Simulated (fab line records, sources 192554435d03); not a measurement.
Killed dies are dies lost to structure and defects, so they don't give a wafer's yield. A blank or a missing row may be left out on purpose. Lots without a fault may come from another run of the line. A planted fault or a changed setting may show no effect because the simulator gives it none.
Chamber matching | flow n5_finfet | N5_BEOL_M0_SAQP_ALD_48 on ald_sin-03: 4 sister chambers
The step deposits SiO2, target thk 20 nm, pulse time 1 s, co reactant pulse time 1 s. 4 wafers are shown with their chamber, then 9 later ones without.

WAFERS WITH THEIR CHAMBER
wafer  | chamber | heater_power_w (W)
L086.2 | 1       | 86
L088.6 | 2       | 83
L090.1 | 3       | 95
L090.5 | 0       | 85

WAFERS WITHOUT THEIR CHAMBER
wafer  | heater_power_w (W)
L091.1 | 95
L091.4 | 85
L091.5 | 82
L093.2 | 88
L093.5 | 82
L093.6 | 86
L097.2 | 82
L097.4 | 97
L097.5 | 87

WHICH CHAMBER EACH WENT THROUGH
wafer  | from the rows above          | in truth
L091.1 | 3                            | 3
L091.4 | can't be placed: 0 or 1 or 2 | 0
L091.5 | can't be placed: 2 or 0      | 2
L093.2 | can't be placed: 1 or 0      | 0
L093.5 | can't be placed: 2 or 0      | 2
L093.6 | can't be placed: 1 or 0      | 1
L097.2 | can't be placed: 2 or 0      | 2
L097.4 | 3                            | 3
L097.5 | can't be placed: 1 or 0      | 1
Placed correctly: 2 of 9. Can't be placed from these rows: 7 (the true chamber is among the candidates in 7). Placed wrongly: 0.
How it was worked out, from the rows above alone: a wafer's distance from a chamber is the root of the sum, over the readings, of the square of ((its reading less the chamber's mean) divided by the reading's scatter). The wafer belongs to the nearest chamber; if the next one is less than 2 further off, it can't be placed. A chamber's mean is the mean of its shown wafers. The scatter: with one shown wafer a chamber, the root of the mean of the squares of how far each hidden wafer lies from its nearest shown one.
